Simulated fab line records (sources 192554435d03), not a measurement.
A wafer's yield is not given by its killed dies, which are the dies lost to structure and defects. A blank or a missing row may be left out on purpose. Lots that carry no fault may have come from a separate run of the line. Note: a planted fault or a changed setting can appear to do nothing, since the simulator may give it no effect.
Which of the tools did it? | flow n5 finfet | 9 lots, 26 wafers sampled, at 8 steps of a route of 1938

## WHAT THE GAUGES READ, wafer by wafer
N5_BEOL_M1_INSPECT_59: inspects for defects (darkfield).
lot  | measured     | on                | raw defect count
L871 | day 6 09:59  | defect inspect-01 | 93 45 59
L876 | day 7 18:16  | defect inspect-01 | 58 43 66
L877 | day 8 08:08  | defect inspect-02 | 54 70 101
L878 | day 8 13:14  | defect inspect-01 | 33 807 47
L879 | day 8 16:43  | defect inspect-02 | 62 48 70
L881 | day 9 07:02  | defect inspect-02 | 839 78 84
L891 | day 12 02:39 | defect inspect-01 | 86 84 68
L892 | day 12 05:09 | defect inspect-01 | 47 73
L894 | day 12 10:26 | defect inspect-01 | 81 67 67

N5_BEOL_M2_INSPECT_13: inspects for defects (brightfield).
lot  | measured     | on                | raw defect count
L871 | day 6 11:08  | defect inspect-02 | 605 472 517
L876 | day 7 19:30  | defect inspect-01 | 337 435 444
L877 | day 8 09:31  | defect inspect-01 | 430 535 527
L878 | day 8 16:01  | defect inspect-01 | 304 1048 291
L879 | day 8 18:11  | defect inspect-01 | 429 503 314
L881 | day 9 10:04  | defect inspect-02 | 1213 294 435
L891 | day 12 05:31 | defect inspect-02 | 509 383 358
L892 | day 12 06:17 | defect inspect-02 | 270 322
L894 | day 12 13:06 | defect inspect-02 | 369 569 557

N5_BEOL_M2_INSPECT_30: inspects for defects (brightfield).
lot  | measured     | on                | raw defect count
L871 | day 6 12:02  | defect inspect-02 | 588 468 517
L876 | day 7 20:23  | defect inspect-02 | 313 394 423
L877 | day 8 10:31  | defect inspect-02 | 401 514 482
L878 | day 8 17:08  | defect inspect-01 | 319 1091 276
L879 | day 8 19:15  | defect inspect-01 | 421 508 303
L881 | day 9 11:07  | defect inspect-01 | 1281 310 492
L891 | day 12 06:29 | defect inspect-02 | 530 398 376
L892 | day 12 07:22 | defect inspect-02 | 273 311
L894 | day 12 14:40 | defect inspect-01 | 428 612 575

N5_BEOL_M4_RC_MEAS_101.
lot  | measured     | on        | DIBL_N (mV/V)  | DIBL_P (mV/V)  | IOFF_N (nA/um) | IOFF_P (nA/um) | ION_N (uA/um) | ION_P (uA/um) | SS_N (mV/dec)  | SS_P (mV/dec)  | VT_N (mV)   | VT_P (mV)
L871 | day 7 22:33  | prober-02 | 33.8 35.2 33.9 | 32.6 34.7 32.7 | 0.12 0.15 0.13 | 0.15 0.20 0.16 | 655 672 659   | 446 457 447   | 71.0 71.0 70.7 | 72.9 73.3 71.9 | 253 248 253 | -257 -250 -255
L876 | day 9 10:14  | prober-01 | 38.5 34.7 36.1 | 38.5 34.7 35.5 | 0.21 0.14 0.15 | 0.26 0.20 0.20 | 694 681 679   | 476 468 469   | 72.0 71.0 71.7 | 73.7 72.8 73.1 | 242 250 250 | -245 -248 -249
L877 | day 9 20:15  | prober-02 | 35.0 35.7 33.9 | 35.6 36.2 34.9 | 0.13 0.15 0.13 | 0.19 0.20 0.18 | 667 678 675   | 465 467 463   | 70.8 71.3 70.9 | 73.1 73.9 72.5 | 249 249 251 | -251 -253 -251
L878 | day 9 19:58  | prober-01 | 36.8 33.8 35.6 | 35.8 32.8 34.7 | 0.16 0.12 0.15 | 0.21 0.16 0.19 | 675 673 670   | 460 459 461   | 71.4 71.0 71.0 | 73.3 72.4 72.5 | 248 251 249 | -249 -254 -248
L879 | day 10 03:37 | prober-02 | 35.0 35.3 36.3 | 34.7 34.6 35.7 | 0.15 0.16 0.16 | 0.20 0.20 0.21 | 676 677 678   | 462 465 462   | 71.1 70.5 71.2 | 73.3 72.5 73.3 | 247 246 250 | -251 -251 -251
L881 | day 10 20:40 | prober-01 | 36.4 38.2 37.4 | 35.0 36.7 35.6 | 0.18 0.20 0.20 | 0.20 0.22 0.21 | 679 675 672   | 454 452 452   | 71.9 72.8 71.6 | 72.7 73.5 73.1 | 246 248 246 | -252 -250 -252
L891 | day 13 18:14 | prober-01 | 35.3 34.3 34.7 | 37.2 35.6 36.1 | 0.15 0.13 0.14 | 0.20 0.18 0.19 | 679 677 675   | 467 464 465   | 70.5 71.4 71.3 | 73.8 73.4 73.8 | 250 251 250 | -252 -252 -250
L892 | day 13 21:04 | prober-02 | 33.1 36.2      | 32.2 36.9      | 0.11 0.17      | 0.17 0.22      | 649 664       | 458 463       | 70.5 72.0      | 72.9 72.4      | 253 251     | -252 -249
L894 | day 14 23:12 | prober-01 | 37.0 40.1 38.5 | 35.4 39.8 38.1 | 0.15 0.20 0.18 | 0.20 0.28 0.25 | 662 673 667   | 456 465 461   | 72.7 72.6 71.9 | 72.6 74.4 73.8 | 253 251 248 | -251 -245 -247

## WHICH TOOL RAN EACH LOT (tool, then ch and the chambers of the sampled wafers, then the start)
lot  | N5_BEOL_M1_SPUTTER_90        | N5_BEOL_M1_SPUTTER_92        | N5_BEOL_M1_PRE_CLEAN_60         | N5_BEOL_M1_DEP_57
L871 | pvd sputter-01, day 6 08:11  | pvd sputter-01, day 6 08:25  | cvd co-02 ch 0,2, day 6 09:41   | pecvd-01 ch 0,1,2, day 6 09:54
L876 | pvd sputter-01, day 7 16:32  | pvd sputter-01, day 7 16:45  | cvd co-02 ch 0,2, day 7 18:01   | pecvd-04 ch 1,2, day 7 18:10
L877 | pvd sputter-02, day 8 06:24  | pvd sputter-02, day 8 06:37  | cvd co-02 ch 0,2, day 8 07:53   | pecvd-04 ch 1,2, day 8 08:02
L878 | pvd sputter-02, day 8 11:28  | pvd sputter-02, day 8 11:41  | cvd co-02 ch 0,1,2, day 8 12:57 | pecvd-03 ch 0, day 8 13:07
L879 | pvd sputter-03, day 8 14:54  | pvd sputter-03, day 8 15:07  | cvd co-01 ch 0,1,2, day 8 16:28 | pecvd-03 ch 0,1,2, day 8 16:37
L881 | pvd sputter-03, day 9 05:18  | pvd sputter-03, day 9 05:31  | cvd co-02 ch 0,1, day 9 06:47   | pecvd-04 ch 0,1, day 9 06:56
L891 | pvd sputter-01, day 12 00:33 | pvd sputter-01, day 12 00:46 | cvd co-02 ch 0,2, day 12 02:24  | pecvd-01 ch 1,2, day 12 02:33
L892 | pvd sputter-02, day 12 03:24 | pvd sputter-02, day 12 03:37 | cvd co-02 ch 1,2, day 12 04:54  | pecvd-04 ch 0,1, day 12 05:03
L894 | pvd sputter-03, day 12 08:23 | pvd sputter-03, day 12 08:36 | cvd co-01 ch 0,2, day 12 10:11  | pecvd-04 ch 0,2, day 12 10:21
- N5_BEOL_M1_SPUTTER_90: material Cu, target thk 4.5 nm, time 8.29 s.
- N5_BEOL_M1_SPUTTER_92: material Cu, target thk 4.5 nm, time 8.29 s.
- N5_BEOL_M1_PRE_CLEAN_60: time 15 s.
- N5_BEOL_M1_DEP_57: deposits SiCN from 3MS/NH3, target thk 8 nm, time 14 s.

## WHAT THE TOOLS THEMSELVES READ (means of the sampled wafers that have a number; where no wafer has one, the mark that the record gives instead)
N5_BEOL_M1_SPUTTER_90.
lot  | tool           | susceptor temp C (C) | throttle valve pct (%)
L871 | pvd sputter-01 | -20.03               | 29.2
L876 | pvd sputter-01 | -19.99               | 29.8
L877 | pvd sputter-02 | -20.10               | 30.2
L878 | pvd sputter-02 | -19.93               | 30.1
L879 | pvd sputter-03 | -20.01               | 30.7
L881 | pvd sputter-03 | -20.00               | 30.4
L891 | pvd sputter-01 | -19.95               | 29.0
L892 | pvd sputter-02 | -19.80               | 30.6
L894 | pvd sputter-03 | -19.96               | 31.0

N5_BEOL_M1_SPUTTER_92.
lot  | tool           | susceptor temp C (C) | throttle valve pct (%)
L871 | pvd sputter-01 | -19.93               | 29.4
L876 | pvd sputter-01 | -19.97               | 30.1
L877 | pvd sputter-02 | -20.07               | 30.5
L878 | pvd sputter-02 | -19.94               | 30.0
L879 | pvd sputter-03 | -19.89               | 30.7
L881 | pvd sputter-03 | -19.98               | 30.6
L891 | pvd sputter-01 | -20.03               | 28.7
L892 | pvd sputter-02 | -20.15               | 30.4
L894 | pvd sputter-03 | -20.01               | 31.0

N5_BEOL_M1_PRE_CLEAN_60.
lot  | tool      | heater power w (W) | rf fwd power W (W)
L871 | cvd co-02 | 111                | 297.3
L876 | cvd co-02 | 112                | 296.4
L877 | cvd co-02 | 111                | 295.5
L878 | cvd co-02 | 103                | 296.4
L879 | cvd co-01 | 75                 | 296.9
L881 | cvd co-02 | 94                 | 295.4
L891 | cvd co-02 | 114                | 295.7
L892 | cvd co-02 | 104                | 295.8
L894 | cvd co-01 | 68                 | 297.4

N5_BEOL_M1_DEP_57.
lot  | tool     | rf fwd power W (W) | showerhead plenum p Torr (Torr) | throttle valve pct (%)
L871 | pecvd-01 | 199.4              | 3.673                           | 8.8
L876 | pecvd-04 | 198.6              | 3.663                           | 9.4
L877 | pecvd-04 | 199.4              | 3.666                           | 9.2
L878 | pecvd-03 | 198.2              | 3.669                           | 9.5
L879 | pecvd-03 | 198.7              | 3.667                           | 9.2
L881 | pecvd-04 | 198.9              | 3.675                           | 9.5
L891 | pecvd-01 | 200.3              | 3.676                           | 9.0
L892 | pecvd-04 | 199.0              | 3.676                           | 9.4
L894 | pecvd-04 | 198.4              | 3.677                           | 9.4

## THE ANSWER, worked out from the rows above alone
Rule: the usual values come from the lots themselves. Put in order of their means at a reading, lots are off if they are a third of the lots or fewer, leave a main group of 4 or more, and stand apart from it by a gap of 3 or more times the standard deviation of the main group's means; of several such gaps the widest counts. The tables above print the reading to a certain number of digits; a main group whose means all agree to those digits is not used. A lot without any number at a reading at which 4 lots or more have one is off too. Where the step has rows for the other lots, those lots are counted as sound. Order of review: gauges by route order, followed by the tools' own readings, for which a lot's mean as printed above is used. At the first step where some lot is off, the reading lying furthest off is the one used; lots without a number count as furthest.
Off, at N5_BEOL_M1_INSPECT_59 on raw defect count: L878, L881. Main group: mean 67, sd 8.2.
If a tool, at a process step before that reading, ran all the lots that are off and no sound lot after the first of them, it fits. Those tools and the gauges at N5_BEOL_M1_INSPECT_59 are tried in the same way. Of those tried, none fits.

## WHAT HAD BEEN PUT IN BY THE SIMULATOR
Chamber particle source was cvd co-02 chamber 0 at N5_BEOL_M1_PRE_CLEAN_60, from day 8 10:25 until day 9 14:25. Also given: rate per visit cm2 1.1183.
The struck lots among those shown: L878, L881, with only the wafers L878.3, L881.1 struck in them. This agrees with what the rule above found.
